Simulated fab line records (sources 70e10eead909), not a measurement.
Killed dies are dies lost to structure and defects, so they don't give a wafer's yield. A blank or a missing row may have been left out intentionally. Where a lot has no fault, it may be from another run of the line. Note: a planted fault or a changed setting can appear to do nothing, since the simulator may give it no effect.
A single fault, viewed from 3 desks | flow nand-harc | each desk has only its own numbers; what lay behind them comes last

## METROLOGY DESK
Means of the sampled wafers that have a number, per lot and without regard to the tool the lot ran on: this is what the gauges read. If a lot's mean is further than 4 standard deviations from the usual mean, the lot is out of limits and carries the mark OUT (the distance appears in the brackets).
Columns: A = cd-nm at NHARC_A_M1_CD_MEAS_09, usual 120.1 nm; B = overlay-x-nm at NHARC_A_M1_OVL_MEAS_10, usual -0.1 nm; C = overlay-y-nm at NHARC_A_M1_OVL_MEAS_10, usual 0.1 nm
lot  | first seen here | A     | B    | C
L907 | day 23 12:00    | 120.2 | 0.6  | -1.0
L906 | day 23 12:21    | 119.5 | 1.4  | -1.6
L917 | day 27 17:31    | 120.4 | 0.1  | -1.1
L920 | day 29 00:49    | 120.1 | -1.0 | 1.2
L922 | day 30 21:18    | 119.9 | -0.0 | 0.4
Finding of this desk: none of the 5 lots has anything out of limits.

## THE DEFECT DESK
What the inspections along the route counted, lot by lot: means of the sampled wafers that have a number. If a lot's mean is further than 4 standard deviations from the usual mean, the lot is out of limits and carries the mark OUT (the distance appears in the brackets).
Columns: A = raw-defect-count at NHARC_A_M1_INSPECT_11, usual 82
lot  | first seen here | A
L907 | day 23 12:08    | 19
L906 | day 23 12:28    | 151
L917 | day 27 17:38    | 23
L920 | day 29 00:56    | 92
L922 | day 30 21:25    | 124
Finding of this desk: none of the 5 lots has anything out of limits.

## FOR THE TOOL OWNER'S DESK: rie-diel-12
The tool's own readings at NHARC_A_M1_ETCH_35 (etches the open film in N2/H2, target depth 40 nm, overetch 12 nm, time 43.94 s): means of the sampled wafers that have a number, for each lot that ran on this tool. If a lot's mean is further than 4 standard deviations from the usual mean, the lot is out of limits and carries the mark OUT (the distance appears in the brackets).
Columns: A = drypump-motor-current-A at NHARC_A_M1_ETCH_35, usual 5.7 A; B = oes-product-au at NHARC_A_M1_ETCH_35, usual 1.001 a.u.; C = rf-vpp-V at NHARC_A_M1_ETCH_35, usual 429.9 V; D = run-length-s at NHARC_A_M1_ETCH_35, usual 65.3 s; E = showerhead-plenum-p-Torr at NHARC_A_M1_ETCH_35, usual 2.01 Torr; F = throttle-valve-pct at NHARC_A_M1_ETCH_35, usual 14.170 %
lot  | first seen here | A   | B     | C     | D              | E    | F
L907 | day 23 12:17    | 5.8 | 0.996 | 428.8 | 65.2           | 1.96 | 14.178
L906 | day 23 12:37    | 5.6 | 0.994 | 429.8 | 65.4           | 2.03 | 14.178
L917 | day 27 17:47    | 5.8 | 0.993 | 431.8 | 57.2 (-17) OUT | 2.10 | 14.177
This desk's finding: out of limits on L917; first on L917, day 27 17:47 (run-length-s at NHARC_A_M1_ETCH_35). Within limits: L907, L906.

## TAKEN TOGETHER
The tool owner's desk had the chance to raise an alarm at day 27 17:47 on L917.
The metrology desk saw nothing out of limits.
The defect desk saw nothing out of limits.
The metrology desk has L917 on record, within its limits.
The defect desk has L917 on record, within its limits.
On rie-diel-12, each named lot ran NHARC_A_M1_ETCH_35.

## WHAT THE SIMULATOR PUT IN
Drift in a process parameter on rie-diel-12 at NHARC_A_M1_ETCH_35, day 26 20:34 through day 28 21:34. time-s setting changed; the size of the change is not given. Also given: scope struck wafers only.
Lots struck among those shown: L917.
Delay in hours, fault start to first out-of-limits reading, by desk: the tool owner's desk at 21.
